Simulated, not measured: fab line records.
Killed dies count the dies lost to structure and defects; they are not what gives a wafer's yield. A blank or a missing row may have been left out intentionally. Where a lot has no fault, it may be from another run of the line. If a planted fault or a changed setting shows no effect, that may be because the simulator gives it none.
fab line records | flow nand-harc
record: lots: 12 wafers: 36 last-day: 33
route steps=1302 shown A_CHANNEL_FILL_D1@493 A_DECK1_JOINT@542
lots that met no fault: taken from a fault-free run of the same line
start-h: hours from the record's first day to the start of the lot's first wafer shown | wait-h: hours from the lot's prior step to this one | " identical to the entry in the row above | L1.1+2: several wafers, shown together as one row | - no value, or no start was given | * or withheld: withheld | < > ~ a bound
route shown NAME@n: NAME is a module with steps in the file, n the number in the route of the first one | usual: mean and standard deviation over wafers with no fault | same: alike in all rows | chamber/n: place in a boat | sites: readings site by site | _std_site: standard deviation across them | _edge_site: outer sites' mean less inner sites' | radius-mm: how far each site lies from the wafer's centre | mask NAME#n: copy n | behind: the tool/chamber that last shaped the wafer | hold: why the lot went on hold/how many hours it stayed there/how the hold came to an end | device: the transistor (n, p or np) that didn't switch | end of line: tests run on the same wafers once the route is complete | a step with no rows: only its recipe | killed: the dies lost at the first sort to structure and to defects; this is not the yield of the wafer | map: a wafer's dies, x killed, . not, _ none there
set.NAME: the setting as run; set.NAME@STEP: as run at that earlier step | model.NAME: the simulator's own value behind a step, which no gauge read
the route's steps for a sample of lots (tables are steps, rows are wafers)
services: a tool's chamber out of use, with start hour (start-h, from the record's first day; less than 0 if before it), hours out, and reason
== steps ==
step: NHARC_A_CHANNEL_FILL_D1_ALD_03
recipe: target-thk-a: 60 pulse-time-s: 60 ald-cycles: 58 temp-c: 630 pressure-torr: 2 material: SiNx
usual: precursor-pulse-height-rel: 0.998/0.02 susceptor-temp-C: 630.0/0.32
columns lot.wafer tool chamber start-h wait-h precursor-pulse-height-rel susceptor-temp-C
L151.1 ald-sin-batch-01 0 - - 1.028 629.7
L151.5 " 0 " " 1.028 630.0
L151.6 " 0 " " 1.003 630.1
L152.1 ald-sin-batch-01 0 - - 0.976 -
L152.4 " 0 " " 0.978 -
L152.5 " 0 " " 1.014 -
L154.4 ald-sin-batch-01 0 - - 1.034 -
L154.5 " 0 " " 0.998 -
L154.6 " 0 " " 0.996 -
L155.1 ald-sin-batch-01 0 - - 0.997 -
L155.3 " 0 " " 1.008 -
L155.6 " 0 " " 1.018 -
L156.3 ald-sin-batch-03 0 - - 1.014 629.8
L156.4 " 0 " " 1.005 630.1
L156.5 " 0 " " 1.001 630.1
L158.1 ald-sin-batch-03 0 - - 0.982 -
L158.4 " 0 " " 1.016 -
L158.6 " 0 " " 1.000 -
L159.1 ald-sin-batch-03 0 - - 1.002 630.4
L159.3 " 0 " " 0.977 630.6
L159.5 " 0 " " 1.003 629.8
L160.1 ald-sin-batch-01 0 - - 0.980 -
L160.2 " 0 " " 0.977 -
L160.6 " 0 " " 1.027 -
L168.2 ald-sin-batch-03 0 - - 1.009 -
L168.5 " 0 " " 1.002 -
L168.6 " 0 " " 0.988 -
L171.3 ald-sin-batch-03 0 - - 0.988 630.0
L171.4 " 0 " " 1.008 630.0
L171.6 " 0 " " 0.974 630.3
L172.3 ald-sin-batch-02 0 - - 0.984 630.2
L172.5 " 0 " " 0.967 629.8
L172.6 " 0 " " 1.005 630.0
L174.3 ald-sin-batch-03 0 - - 1.015 630.5
L174.4 " 0 " " 1.037 629.8
L174.5 " 0 " " 0.991 629.8
step: NHARC_A_CHANNEL_FILL_D1_ALD_16
recipe: target-thk-a: 15 pulse-time-s: 10 ald-cycles: 15 temp-c: 300 material: SiO2
usual: heater-power-outer-w: 264/33 heater-power-w: 468/42 precursor-pulse-height-rel: 1.001/0.019 susceptor-temp-C: 300.00/0.19
columns lot.wafer tool chamber start-h wait-h heater-power-outer-w heater-power-w precursor-pulse-height-rel since-wet-clean-h susceptor-temp-C
L151.1 ald-hk-02 2 203.78 0.4 220 422 0.995 24 299.85
L151.6 " 2 " " 225 419 0.977 - 299.95
L151.5 " 3 " " 254 436 0.990 - 299.93
L152.4 ald-hk-01 0 214.04 0.0 293 510 0.949 82 300.02
L152.1 " 3 " " 246 423 0.995 82 299.90
L152.5 " 0 " " 298 502 0.993 - 299.72
L154.4 ald-hk-01 1 235.08 0.0 323 525 0.989 103 300.16
L154.5 " 1 " " 311 532 0.976 - 300.36
L154.6 " 2 " " 265 451 0.983 - 299.88
L155.3 ald-hk-01 3 235.27 0.2 248 434 1.010 103 299.99
L155.1 " 1 " " 325 520 0.973 103 299.97
L155.6 " 2 " " 251 467 1.039 - 299.94
L156.4 ald-hk-02 3 248.70 0.1 253 435 1.007 69 299.88
L156.3 " 1 " " 256 482 1.003 69 300.07
L156.5 " 2 " " 227 418 1.010 - 299.80
L158.1 ald-hk-01 2 271.88 0.1 264 471 1.013 139 300.03
L158.4 " 0 " " 293 518 0.960 140 300.14
L158.6 " 1 " " 326 527 1.000 - 300.41
L159.1 ald-hk-02 3 280.38 0.0 243 447 1.020 100 300.12
L159.3 " 0 " " 245 458 0.993 100 300.03
L159.5 " 3 " " 248 422 0.997 - 299.82
L160.2 ald-hk-02 2 295.89 0.1 230 436 1.024 116 300.11
L160.1 " 3 " " 251 445 1.017 116 300.30
L160.6 " 2 " " 228 433 1.009 - 300.08
L168.2 ald-hk-02 0 374.16 1.2 250 468 1.019 15 300.07
L168.6 " 0 " " 253 450 1.046 - 299.89
L168.5 " 1 " " 234 446 1.010 - 299.99
L171.3 ald-hk-01 3 392.07 0.1 251 434 1.020 81 300.21
L171.4 " 0 " " 325 553 1.000 81 300.20
L171.6 " 3 " " 250 440 1.019 - 300.41
L172.3 ald-hk-01 2 426.50 0.1 263 470 1.005 116 300.00
L172.5 " 1 " " 322 528 0.974 - 299.99
L172.6 " 2 " " 263 472 0.968 - 299.79
L174.4 ald-hk-02 1 439.66 0.0 232 448 0.993 81 300.23
L174.3 " 3 " " 248 428 0.997 81 299.74
L174.5 " 1 " " 231 445 0.964 - 300.33
step: NHARC_A_CHANNEL_FILL_D1_ETCHBACK_08
recipe: target-depth-a: 2200 time-s: 110 c4f8-flow-sccm: 20 ar-flow-sccm: withheld rf-w: 600 bias-w: 300 chemistry: C4F8
usual: oes-product-au: 0.94/0.03 rf-vpp-V: 440.9/2.8
same: time-s: 110
columns lot.wafer tool chamber start-h wait-h oes-product-au rf-hours-counter-h rf-vpp-V
L151.1 rie-diel-09 2 - - 1.00 3.8 435.4
L151.6 " 1 " " 1.00 - 442.8
L151.5 " 2 " " 1.00 - 436.7
L152.1 rie-diel-02 0 - - 0.94 0.5 443.3
L152.5 " 3 " " 0.97 - 443.2
L152.4 " 0 " " 0.94 - 443.6
L155.3 rie-diel-09 1 - - 0.92 3.9 443.8
L155.1 " 3 " " 0.92 4.9 442.4
L155.6 " 0 " " 0.92 - 438.8
L154.4 rie-diel-02 2 - - 0.92 1.2 444.4
L154.6 " 0 " " 0.93 - 444.3
L154.5 " 1 " " 0.97 - 441.5
L156.4 rie-diel-09 1 - - 0.93 5.0 444.0
L156.3 " 0 " " 0.92 5.4 437.3
L156.5 " 2 " " 0.92 - 437.1
L158.1 rie-diel-10 0 - - 0.95 3.6 440.1
L158.4 " 1 " " 0.92 3.8 439.8
L158.6 " 1 " " 0.92 - 441.1
L159.3 rie-diel-09 3 - - 0.94 7.8 442.0
L159.1 " 2 " " 0.91 7.5 437.3
L159.5 " 3 " " 0.94 - 442.5
L160.1 rie-diel-10 3 - - 0.92 5.3 438.9
L160.2 " 1 " " 0.92 4.8 439.9
L160.6 " 0 " " 0.95 - 438.9
L168.2 rie-diel-09 2 - - 0.97 3.0 436.9
L168.6 " 2 " " 0.97 - 437.3
L168.5 " 3 " " 0.98 - 443.3
L171.3 rie-diel-09 3 - - 0.96 4.4 443.9
L171.4 " 1 " " 0.95 3.1 442.7
L171.6 " 0 " " 0.92 - 437.5
L172.3 rie-diel-10 1 - - 0.98 1.3 439.8
L172.5 " 3 " " 0.94 - 439.2
L172.6 " 0 " " 0.98 - 440.2
L174.3 rie-diel-10 0 - - 1.01 1.8 441.7
L174.4 " 1 " " 1.00 1.6 439.8
L174.5 " 3 " " 0.99 - 438.0
step: NHARC_A_DECK1_JOINT_DEP_16
recipe: target-thk-a: 450 temp-c: 400 pressure-torr: 6.5 rf-w: 900 teos-flow-sccm: 161.4 flow-sccm: 2650 target-thk-nm: 45 gas: O2 material: SiO2
usual: heater-power-outer-w: 321/52 heater-power-w: 607/77 showerhead-vpp-V: 1848/75 susceptor-temp-C: 400.01/0.22 throttle-valve-pct: 16.1/0.46
columns lot.wafer tool chamber start-h wait-h heater-power-outer-w heater-power-w showerhead-vpp-V since-wet-clean-h susceptor-temp-C throttle-valve-pct
L151.1 pecvd-02 1 279.00 0.1 259 539 1800 39 400.03 16.5
L151.6 " 0 " " 364 668 1743 - 400.03 16.0
L151.5 " 1 " " 254 540 1807 - 399.77 16.2
L152.1 pecvd-04 1 284.54 0.1 384 756 1871 2 400.53 16.2
L152.4 " 2 " " 357 642 1972 - 400.29 15.7
L152.5 " 1 " " 389 745 1870 - 399.91 16.2
L155.3 pecvd-02 1 307.52 0.1 281 572 1796 67 399.76 16.4
L155.1 " 2 " " 374 633 1829 67 400.12 15.8
L155.6 " 0 " " 319 572 1744 - 399.74 16.1
L154.5 pecvd-03 1 307.58 0.2 283 566 1936 - 399.94 16.3
L154.4 " 2 " " 275 539 1931 - 399.99 15.2
L154.6 " 0 " " 348 578 1838 - 400.35 16.4
L156.3 pecvd-04 2 324.41 0.1 353 632 1938 42 400.17 15.9
L156.4 " 2 " " 347 652 1988 - 400.14 15.5
L156.5 " 0 " " 251 545 1741 - 400.14 16.2
L158.1 pecvd-03 0 342.08 0.1 308 535 1870 144 400.02 16.2
L158.4 " 0 " " 308 537 1855 - 399.86 16.4
L158.6 " 1 " " 276 549 1931 - 400.34 16.7
L159.3 pecvd-02 0 347.63 0.1 335 594 1779 108 399.58 16.0
L159.1 " 2 " " 378 630 1856 108 400.07 15.6
L159.5 " 2 " " 373 647 1838 - 400.07 15.6
L160.1 pecvd-04 2 363.57 0.1 416 707 1931 81 400.02 16.0
L160.2 " 1 " " 375 760 1875 81 400.15 16.6
L160.6 " 1 " " 386 736 1888 - 399.65 16.2
L168.2 pecvd-03 1 446.88 0.1 289 556 1904 68 399.77 16.0
L168.6 " 2 " " 297 579 1870 - 399.84 15.3
L168.5 " 0 " " 379 631 1816 - 399.96 16.4
L171.3 pecvd-03 0 467.21 0.1 389 627 1844 88 400.07 16.4
L171.6 " 2 " " 312 604 1937 - 399.80 15.3
L171.4 " 0 " " 378 617 1823 - 400.20 16.4
L172.3 pecvd-04 0 504.71 0.1 335 671 1748 41 400.31 16.6
L172.5 " 0 " " 326 689 1759 - 399.94 16.2
L172.6 " 1 " " 410 799 1868 - 399.96 15.9
L174.3 pecvd-02 0 516.52 0.1 269 521 1757 95 400.10 16.4
L174.4 " 1 " " 277 571 1802 - 400.04 17.0
L174.5 " 2 " " 331 569 1821 - 400.03 16.2
step: NHARC_A_DECK1_JOINT_THK_MEAS_17
recipe: thk-meas-gauge: ellipsometry
usual: thk-nm: 44.7/1.2
columns lot.wafer tool chamber start-h wait-h hold thk-nm
L151.1 film-metro-01 - 279.22 0.2 - 45.6
L151.5 " - " " - 45.3
L151.6 " - " " - 45.1
L152.1 film-metro-01 - 284.76 0.2 - 43.9
L152.4 " - " " - 43.0
L152.5 " - " " - 43.9
L155.1 film-metro-02 - 307.77 0.2 - 44.8
L155.3 " - " " - 44.3
L155.6 " - " " - 44.9
L154.4 film-metro-02 - 307.78 0.1 - 46.2
L154.5 " - " " - 44.9
L154.6 " - " " - 43.7
L156.3 film-metro-02 - 324.69 0.3 - 44.5
L156.4 " - " " - 44.0
L156.5 " - " " - 45.6
L158.1 film-metro-02 - 342.36 0.2 - 45.2
L158.4 " - " " - 44.6
L158.6 " - " " - 43.6
L159.1 film-metro-02 - 347.91 0.2 - 43.6
L159.3 " - " " - 45.0
L159.5 " - " " - 44.3
L160.1 film-metro-02 - 363.85 0.3 - 44.9
L160.2 " - " " - 43.8
L160.6 " - " " - 44.6
L168.2 film-metro-02 - 447.10 0.2 await-dispo/0.2h/release 49.7
L168.5 " - " " await-dispo/0.2h/release 51.6
L168.6 " - " " await-dispo/0.2h/release 50.8
L168.2 film-metro-02 - 447.27 0.2 - 49.5
L168.5 " - " " - 51.8
L168.6 " - " " - 50.0
L171.3 film-metro-02 - 467.46 0.2 await-dispo/0.2h/release 49.7
L171.4 " - " " await-dispo/0.2h/release 51.2
L171.6 " - " " await-dispo/0.2h/release 49.3
L171.3 film-metro-02 - 467.63 0.2 - 48.7
L171.4 " - " " - 51.0
L171.6 " - " " - 48.9
L172.3 film-metro-01 - 504.99 0.3 - 44.2
L172.5 " - " " - 46.0
L172.6 " - " " - 44.8
L174.3 film-metro-01 - 516.80 0.3 - 45.9
L174.4 " - " " - 46.9
L174.5 " - " " - 47.5
== services ==
columns tool chamber start-h hours kind
rie-diel-10 0 176.80 1.6 repair
pecvd-03 1 180.52 4.8 repair
pecvd-03 - 185.05 13.0 pm
pecvd-02 2 204.18 14.1 repair
ald-sin-batch-03 - 208.21 4.0 repair
rie-diel-09 1 216.74 9.8 repair
rie-diel-09 0 221.90 7.7 repair
rie-diel-10 0 226.27 3.3 repair
pecvd-02 - 227.15 13.0 pm
pecvd-04 2 236.93 4.0 repair
rie-diel-10 - 242.50 9.0 pm
rie-diel-09 2 255.49 2.4 repair
pecvd-03 1 265.18 16.2 repair
rie-diel-10 2 266.17 1.5 repair
rie-diel-09 - 318.29 0.4 repair
rie-diel-09 - 320.12 9.0 pm
rie-diel-09 2 344.49 3.1 repair
rie-diel-09 1 361.73 29.0 repair
ald-sin-batch-01 - 389.64 3.1 repair
ald-sin-batch-03 - 416.37 10.6 repair
rie-diel-09 1 443.02 1.3 repair
ald-hk-01 - 471.82 2.8 repair
rie-diel-09 3 475.81 7.2 repair
ald-sin-batch-01 - 506.00 26.0 pm
== key ==
first-sign: step: NHARC_A_DECK1_JOINT_THK_MEAS_17 reading: visit direction: added
effect: step: NHARC_A_DECK1_JOINT_THK_MEAS_17 reading: thk-nm direction: up sigmas: 4.8 usual: 44.7 struck: 50.4
met-at NHARC_A_DECK1_JOINT_DEP_16
struck-lots L168,L171
rows-end L168.2,L168.5,L168.6
tester-left-out L171
not-acting-at NHARC_A_CHANNEL_FILL_D1_ALD_03,NHARC_A_CHANNEL_FILL_D1_ALD_16,NHARC_A_CHANNEL_FILL_D1_ETCHBACK_08
onset-between 342.08 446.88
fault: kind: process-parameter-drift tool: pecvd-03 chamber: - onset-h: 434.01 steps: NHARC_A_DECK1_JOINT_DEP_16 channel: target-thk-nm offset: 5.903 shape: step end-h: 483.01 acts-in: these-recipes-only stated: 45
tester-left-out: of these lots the tester's yield and bins aren't shown, on N5 and GAA mostly nor the transistor test; their killed dies are dies lost to structure and defects alone, not to doping, threshold or leakage, so they don't give the yield
rows-end: these wafers met a further fault down the route, and their rows from its step on are left out
